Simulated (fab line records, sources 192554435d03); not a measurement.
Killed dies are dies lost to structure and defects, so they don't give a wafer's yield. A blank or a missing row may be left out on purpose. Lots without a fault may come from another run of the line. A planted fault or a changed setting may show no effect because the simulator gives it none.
Split-lot experiment | flow n5_finfet | 7 lots, 21 wafers read, on a route of 1938 steps

THE SPLIT
At N5_BEOL_M7_TRENCH_ETCH_37 (etches SiCOH lowk in C4F6/O2, target depth 93.478 nm, time 31.2 s), the setting bias_w was moved away from the recipe's 185 W on 5 of the 21 wafers read, by -17.9% to +10.9%. The other wafers ran this setting at the recipe's value.

FROM THE SPLIT TO THE READING: what the file shows between them, 2 steps
- N5_BEOL_M7_ETCH_41: etches SiCN in CH3F/O2, target depth 31.9 nm, time 57.8 s (also split here: source_w)
- N5_BEOL_M7_STRIP_80: strips in N2/H2, time 10 s

THE READING
trench_depth_nm, in nm, at N5_BEOL_M7_OCD_MEAS_38. Fault-free wafers of this fab line usually give 93.7 nm, standard deviation 1.4 nm.

wafer  | tool, chamber at the split | bias_w as run, W | against the recipe | trench_depth_nm, nm | against lot-mates on the recipe
L074.1 | rie_diel-02, 3             | 185              | recipe             | 91.1                | -
L074.2 | rie_diel-02, 2             | 185              | recipe             | 92.3                | -
L074.5 | rie_diel-02, 2             | 185              | recipe             | 92.6                | -
L079.1 | rie_diel-04, 0             | 185              | recipe             | 93.2                | -
L079.2 | rie_diel-04, 2             | 185              | recipe             | 95.1                | -
L079.5 | rie_diel-04, 3             | 205.2            | +10.9%             | 95.6                | +1.4
L081.2 | rie_diel-02, 2             | 185              | recipe             | 92.6                | -
L081.4 | rie_diel-02, 2             | 185              | recipe             | 92.5                | -
L081.5 | rie_diel-02, 3             | 185              | recipe             | 91.4                | -
L083.4 | rie_diel-02, 1             | 193.9            | +4.8%              | 97.1                | +2.3
L083.5 | rie_diel-02, 0             | 185              | recipe             | 94.8                | -
L083.6 | rie_diel-02, 1             | 185              | recipe             | 94.8                | -
L095.1 | rie_diel-04, 3             | 185              | recipe             | 94.0                | -
L095.2 | rie_diel-04, 0             | 185              | recipe             | 95.0                | -
L095.6 | rie_diel-04, 2             | 185              | recipe             | 95.4                | -
L092.1 | rie_diel-06, 3             | 185              | recipe             | 92.7                | -
L092.4 | rie_diel-06, 2             | 151.8            | -17.9%             | 88.6                | -4.1
L092.6 | rie_diel-06, 0             | 151.8            | -17.9%             | 87.3                | -5.4
L094.2 | rie_diel-04, 1             | 185              | recipe             | 95.1                | -
L094.3 | rie_diel-04, 0             | 205.1            | +10.9%             | 98.4                | +2.7
L094.4 | rie_diel-04, 2             | 185              | recipe             | 96.3                | -

THE FIT
A straight line over all 21 wafers: trench_depth_nm changes by +0.326 nm for each +1% of bias_w; r = +0.82; the points scatter about the line by 1.5 nm.
The same after taking each lot's own level away (the mean of its wafers on the recipe; 21 wafers): +0.25 nm for each +1%; r = +0.93; scatter 0.71 nm.
On that fit, the largest move of bias_w shifts the reading by 4.5 nm.
The lots' own levels span 92.00 to 95.70 nm, that is 2.6 times the standard deviation above.
So the lot-to-lot level changes the slope: the two fits differ.
Check: with one of the wafers moved furthest among these (-17.9%) left out of the fit, the line predicts -4.8 nm for it against its lot-mates. It came out at -4.1 nm against them.
Tool readings at the split's step, against how far the setting was moved: rf_vpp_V r = +0.99.

OTHER SPLITS ON THESE WAFERS
These wafers also went through other splits before the reading. Each is held against what the fit with the lots' levels taken away leaves over:
other split on the same wafers | wafers away from the commonest value | r with trench_depth_nm (lot level and that fit taken away)
N5_BEOL_M6_ETCH_62 time_s      | 6                                    | -0.11
N5_BEOL_M7_PECVD_70 temp_c     | 6                                    | -0.08
N5_BEOL_M7_ETCH_41 source_w    | 8                                    | +0.28

THE WHOLE CHAIN: every reading that the file lists as answering this split, in the file's order
step                      | what it does                                                      | reading         | change (the file's fit)               | r (the file's)
N5_BEOL_M7_TRENCH_ETCH_37 | etches SiCOH lowk in C4F6/O2, target depth 93.478 nm, time 31.2 s | rf_vpp_V        | +4.69 V for each +1% of the setting   | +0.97
N5_BEOL_M7_OCD_MEAS_38    |                                                                   | trench_depth_nm | +0.242 nm for each +1% of the setting | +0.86

THE FILE'S OWN FIT
trench_depth_nm changes by +0.242 nm for each +1% of bias_w, r = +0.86.
